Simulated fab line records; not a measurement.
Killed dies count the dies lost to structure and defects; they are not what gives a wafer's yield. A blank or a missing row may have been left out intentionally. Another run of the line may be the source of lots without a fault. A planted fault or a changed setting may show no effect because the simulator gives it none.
Struck lot and sound lot, side by side || flow n5 finfet || 16 out of 1938 route steps
Sound: wafers L720.1, L720.4, L720.5. Struck: wafer L724.6. (L724.4 of the same lot was not struck and is left out.) The cause comes at the end.
Order at every step that has rows: each side's tool, ch and its chambers, its first start. Under that, the readings that differ: sound wafers || struck wafers || difference of the means || sigmas: that difference in standard deviations of wafers without a fault.
alike: words and numbers the same on both sides, and readings whose means are apart by under 2 such deviations; not compared: readings that were withheld, readings missing a value for some wafer, numbers with overlapping values and no deviation given by the record, and bounds like >300 which may hide the same value.
A row with sigmas, a row that says differs or no value, or rows on one side alone: a step with any of these is where the two part. Numbers that don't overlap but have no deviation are shown without sigmas and don't part them. Lack of a reading on every wafer of one side parts them only where that side has two or more wafers.

N5_DUMMY_GATE_ETCH_42: etches SiO2 in CHF3/O2, target depth 3.5 nm, time 31 s.
  sound on rie diel-06 ch 0,2, day 3 04:30; struck on rie diel-01 ch 0, day 4 05:24
{"reading": "rf vpp V (V)", "sound": "40.8 41.4 42.3", "struck": 43.3, "difference": "+1.8", "sigmas": "+2"}
{"reading": "throttle valve pct (%)", "sound": "19.07 18.74 19.09", "struck": 18.53, "difference": -0.44, "sigmas": -2}
  alike: drypump motor current A, oes product au, rf fwd power W, showerhead plenum p Torr
  not compared: rf hours counter h
N5_DUMMY_GATE_STRIP_48: strips in N2/H2, time 20 s.
  sound on rie diel-06 ch 0,2, day 3 04:32; struck on rie diel-01 ch 0, day 4 05:27
{"reading": "throttle valve pct (%)", "sound": "12.49 12.10 12.46", "struck": 11.90, "difference": -0.45, "sigmas": -2}
  alike: drypump motor current A, oes product au, rf vpp V, showerhead plenum p Torr
  not compared: rf hours counter h
then, 5 steps without rows for these wafers: N5_DUMMY_GATE_PRECLEAN_33 (cleans in dHF, time 10 s); N5_DUMMY_GATE_PRECLEAN_25 (cleans in O3/DIW, time 45 s); N5_DUMMY_GATE_PRECLEAN_51 (cleans in SC2, time 45 s); N5_DUMMY_GATE_SRD_26 (time 30 s); N5_DUMMY_GATE_UV_OZONE_45 (time 120 s).
N5_DUMMY_GATE_INSPECT_27: inspects for defects (brightfield).
  struck on defect inspect-02, day 4 05:39; sound on defect inspect-01, day 3 04:44
  alike: raw defect count
N5_SPACER0_ALD_07: deposits SiNx, target thk 2 nm.
  sound on ald sin-04 ch 0,2,3, day 3 04:50; struck on ald sin-01 ch 0, day 4 05:41
  alike: heater power w, susceptor temp C
N5_SPACER0_ALD_00: deposits SiOCN, target thk 3.5 nm, pulse time 3 s, purge time 2 s.
  sound on ald sin-04 ch 0,2,3, day 3 05:00; struck on ald sin-01 ch 0, day 4 05:50
  alike: heater power w, precursor pulse height rel, susceptor temp C
N5_SPACER0_ALD_08: deposits SiNx, target thk 2 nm.
  sound on ald sin-04 ch 0,2,3, day 3 05:15; struck on ald sin-01 ch 0, day 4 06:06
  alike: heater power w, susceptor temp C
N5_SPACER0_INSPECT_04: inspects for defects (darkfield).
  struck on defect inspect-02, day 4 06:16; sound on defect inspect-02, day 3 05:25
{"reading": "raw defect count", "sound": "203 152 205", "struck": 112, "difference": -75, "sigmas": -2}
N5_SD_EPI_N_COAT_32: time 60 s, resist thk 350 nm.
  sound on litho track-01 ch 0, day 3 05:26; struck on litho track-04 ch 0, day 4 06:17
{"reading": "run length s (s)", "sound": "66.34 66.32 66.43", "struck": 69.22, "difference": "+2.86", "sigmas": "+15"}
then, 1 step without rows for these wafers: N5_SD_EPI_N_COAT_33 (time 60 s, resist thk 35 nm).
-- record jumps: 6 days separate the struck wafers' starts on either side; left off in module SD_EPI_N, taken up again in module BEOL_M4, whose first shown step is the route's number 1111 --
N5_BEOL_M4_RC_MEAS_101:
  sound on prober-01 ch 0, day 7 23:08; struck on prober-02 ch 0, day 9 18:59
  alike: DIBL_N, DIBL_P, IOFF_N, IOFF_P, ION_N, ION_P, SS_N, SS_P, VT_N, VT_P
then, 1 step without rows for these wafers: N5_PASSIVATION_PROBE_49.

WHERE THEY PART
At N5_DUMMY_GATE_ETCH_42 first; at N5_SD_EPI_N_COAT_32 last (within this record only). Later steps at which nothing parts them and some readings are alike: N5_BEOL_M4_RC_MEAS_101.

WHY: what had been put in by the simulator
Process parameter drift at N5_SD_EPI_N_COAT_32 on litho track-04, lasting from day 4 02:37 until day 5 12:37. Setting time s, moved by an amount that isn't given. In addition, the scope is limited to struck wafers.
